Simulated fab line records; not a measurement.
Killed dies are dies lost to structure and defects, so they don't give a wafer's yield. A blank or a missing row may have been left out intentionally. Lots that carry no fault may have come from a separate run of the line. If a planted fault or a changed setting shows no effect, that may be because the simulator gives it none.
One fault through the eyes of 2 desks | flow n5Finfet | only its own numbers are on each desk; what lay behind them is given at the end

DESK OF THE TOOL OWNER: arfiScanner-01
The tool's own readings at N5_BEOL_M11_EXPOSE_08 (exposes mask M11): means of the sampled wafers that have a number, for each lot that ran on this tool. If a lot's mean is further than 4 standard deviations from the usual mean, the lot is out of limits and carries the mark OUT (the distance appears in the brackets).
Columns: A = exposureDoseMJCm2 at N5_BEOL_M11_EXPOSE_08, usual 53.72
lot  | first seen here | A
L515 | day 10 08:43    | 53.70
L517 | day 10 21:46    | 53.66
L522 | day 11 15:26    | 46.41 (-99 or more) OUT
L526 | day 12 21:52    | 48.03 (-99 or more) OUT
This desk's verdict: out of limits on L522, L526, starting with L522 at day 11 15:26 (exposureDoseMJCm2 at N5_BEOL_M11_EXPOSE_08). L515, L517 stayed within limits.

METROLOGY DESK
What the gauges read, lot by lot, whatever tool the lot ran on: means of the sampled wafers that have a number. If a lot's mean is further than 4 standard deviations from the usual mean, the lot is out of limits and carries the mark OUT (the distance appears in the brackets). 7 of its 26 readings are shown: the first one out of limits and those lying furthest out on some lot.
Columns: A = cdNm at N5_BEOL_M11_CD_MEAS_11, usual 64.3 nm; B = cdNm at N5_BEOL_M11_CD_MEAS_18, usual 70.3 nm; C = COMB_M14 at N5_BEOL_M15_RC_MEAS_101, usual 3.6e-12 S/m; D = COMB_M15 at N5_BEOL_M15_RC_MEAS_101, usual 2.5e-12 S/m; E = SERP_M11 at N5_BEOL_M15_RC_MEAS_101, usual 3.06 ohm/um; F = SERP_M11_max_site at N5_BEOL_M15_RC_MEAS_101, usual 3.14 ohm/um; G = SERP_M7 at N5_BEOL_M15_RC_MEAS_101, usual 13.8 ohm/um
lot  | first seen here | A              | B               | C       | D       | E               | F               | G
L515 | day 10 08:50    | 64.6           | 70.8            | 3.6e-12 | 2.5e-12 | 3.05            | 3.14            | 13.4
L517 | day 10 21:53    | 63.8           | 69.7            | 3.4e-12 | 2.2e-12 | 3.06            | 3.12            | 13.8
L521 | day 11 14:11    | 64.9           | 71.5            | 4.2e-12 | 3.0e-12 | 3.06            | 3.15            | 13.9
L522 | day 11 15:34    | 57.3 (-12) OUT | 63.3 (-11) OUT  | 3.2e-12 | 2.1e-12 | 3.59 (+6.3) OUT | 3.66 (+5.5) OUT | 13.3
L526 | day 12 21:59    | 57.7 (-11) OUT | 64.1 (-9.5) OUT | 5.5e-12 | 3.6e-12 | 3.39            | 3.49            | 14.9
L532 | day 14 14:29    | 64.2           | 70.4            | 3.5e-12 | 3.3e-12 | 3.00            | 3.09            | 13.1
L535 | day 15 09:14    | 64.2           | 69.9            | 4.3e-12 | 3.2e-12 | 3.05            | 3.18            | 13.9
This desk's verdict: out of limits on L522, L526, starting with L522 at day 11 15:34 (cdNm at N5_BEOL_M11_CD_MEAS_11). L515, L517, L521, L532, L535 stayed within limits.

ALL TOGETHER
On L522, L526, at day 11 15:26, an alarm was possible from the tool owner's desk.
At day 11 15:34 the metrology desk could have sounded an alarm, on L522, L526.
All the named lots went through N5_BEOL_M11_EXPOSE_08 on arfiScanner-01.

WHAT HAD BEEN PUT IN BY THE SIMULATOR
Process parameter drift: arfiScanner-01, from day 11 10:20 on, at N5_BEOL_M11_EXPOSE_08. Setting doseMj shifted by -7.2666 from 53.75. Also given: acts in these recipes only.
Lots struck among those shown: L522, L526.
Counting hours from when the fault started, the first reading out of limits came at 5 for the tool owner's desk and at 5 for the metrology desk.
